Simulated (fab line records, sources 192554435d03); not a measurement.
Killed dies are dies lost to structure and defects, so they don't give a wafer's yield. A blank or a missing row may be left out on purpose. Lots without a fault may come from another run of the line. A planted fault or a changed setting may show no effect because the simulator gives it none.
Split-lot experiment | flow n5_finfet | 7 lots, 21 wafers read, on a route of 1938 steps

THE SPLIT
At N5_PASSIVATION_PECVD_53 (deposits SiO2 from TEOS/O2, target thk 800 nm, time 169.4 s), the setting time_s was moved away from the recipe's 169.4 s on 4 of the 21 wafers read, by -12.8% to +14.0%. The other wafers ran this setting at the recipe's value.

The reading is taken at the split's own step.

THE READING
SiO2_of_PASSIVATION_PECVD_53.thk_nm (the simulator's own value, which no gauge read), in nm, at N5_PASSIVATION_PECVD_53 (deposits SiO2 from TEOS/O2, target thk 800 nm, time 169.4 s). The file gives no usual value for it. The 17 wafers here that ran the recipe average 805.6 nm, standard deviation 9.2 nm.

wafer  | tool, chamber at the split | time_s as run, s | against the recipe | SiO2_of_PASSIVATION_PECVD_53.thk_nm, nm | against lot-mates on the recipe
L077.2 | pecvd-02, 0                | 169.4            | recipe             | 782.6                                   | -
L077.4 | pecvd-02, 1                | 169.4            | recipe             | 814                                     | -
L077.6 | pecvd-02, 0                | 169.4            | recipe             | 797.6                                   | -
L079.1 | pecvd-03, 2                | 169.4            | recipe             | 791                                     | -
L079.3 | pecvd-03, 0                | 169.4            | recipe             | 812.4                                   | -
L079.6 | pecvd-03, 2                | 169.4            | recipe             | 806.8                                   | -
L081.4 | pecvd-03, 1                | 147.7            | -12.8%             | 691.6                                   | -108.5
L081.5 | pecvd-03, 0                | 169.4            | recipe             | 801                                     | -
L081.6 | pecvd-03, 2                | 169.4            | recipe             | 799.2                                   | -
L083.2 | pecvd-01, 1                | 169.4            | recipe             | 813.4                                   | -
L083.3 | pecvd-01, 2                | 169.4            | recipe             | 812.2                                   | -
L083.6 | pecvd-01, 2                | 169.4            | recipe             | 814                                     | -
L088.1 | pecvd-01, 1                | 169.4            | recipe             | 806.4                                   | -
L088.3 | pecvd-01, 0                | 169.4            | recipe             | 803.2                                   | -
L088.6 | pecvd-01, 2                | 169.4            | recipe             | 814.2                                   | -
L086.1 | pecvd-02, 1                | 179.6            | +6.0%              | 857.6                                   | +52.5
L086.4 | pecvd-02, 0                | 169.4            | recipe             | 811                                     | -
L086.6 | pecvd-02, 2                | 169.4            | recipe             | 799.2                                   | -
L092.2 | pecvd-03, 1                | 193.2            | +14.0%             | 899.4                                   | +82.6
L092.4 | pecvd-03, 2                | 169.4            | recipe             | 816.8                                   | -
L092.5 | pecvd-03, 1                | 193.2            | +14.0%             | 913.2                                   | +96.4

THE FIT
A straight line over all 21 wafers: SiO2_of_PASSIVATION_PECVD_53.thk_nm changes by +7.78 nm for each +1% of time_s; r = +0.97; the points scatter about the line by 9.9 nm.
The same after taking each lot's own level away (the mean of its wafers on the recipe; 21 wafers): +7.14 nm for each +1%; r = +0.97; scatter 9 nm.
On that fit, the largest move of time_s shifts the reading by 1e+02 nm.
The lots' own levels span 798.07 to 816.80 nm, that is 2.0 times the standard deviation above.
So the lot-to-lot level changes the slope little: the two slopes agree.
Check: with one of the wafers moved furthest among these (+14.0%) left out of the fit, the line predicts +108 nm for it against its lot-mates. It came out at +82.6 nm against them.

THE WHOLE CHAIN: every reading that the file lists as answering this split, in the file's order
step                    | what it does                                                | reading                                                                              | change (the file's fit)                                                     | r (the file's)
N5_PASSIVATION_PECVD_53 | deposits SiO2 from TEOS/O2, target thk 800 nm, time 169.4 s | SiO2_of_PASSIVATION_PECVD_53.thk_nm (the simulator's own value, which no gauge read) | +7.45 nm for each +1% of the setting                                        | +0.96
N5_PASSIVATION_PROBE_49 |                                                             | killed_at_other                                                                      | not straight: 4 at the lowest setting, 3 at the recipe, 1045 at the highest | not given

THE FILE'S OWN FIT
SiO2_of_PASSIVATION_PECVD_53.thk_nm changes by +7.45 nm for each +1% of time_s, r = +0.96.
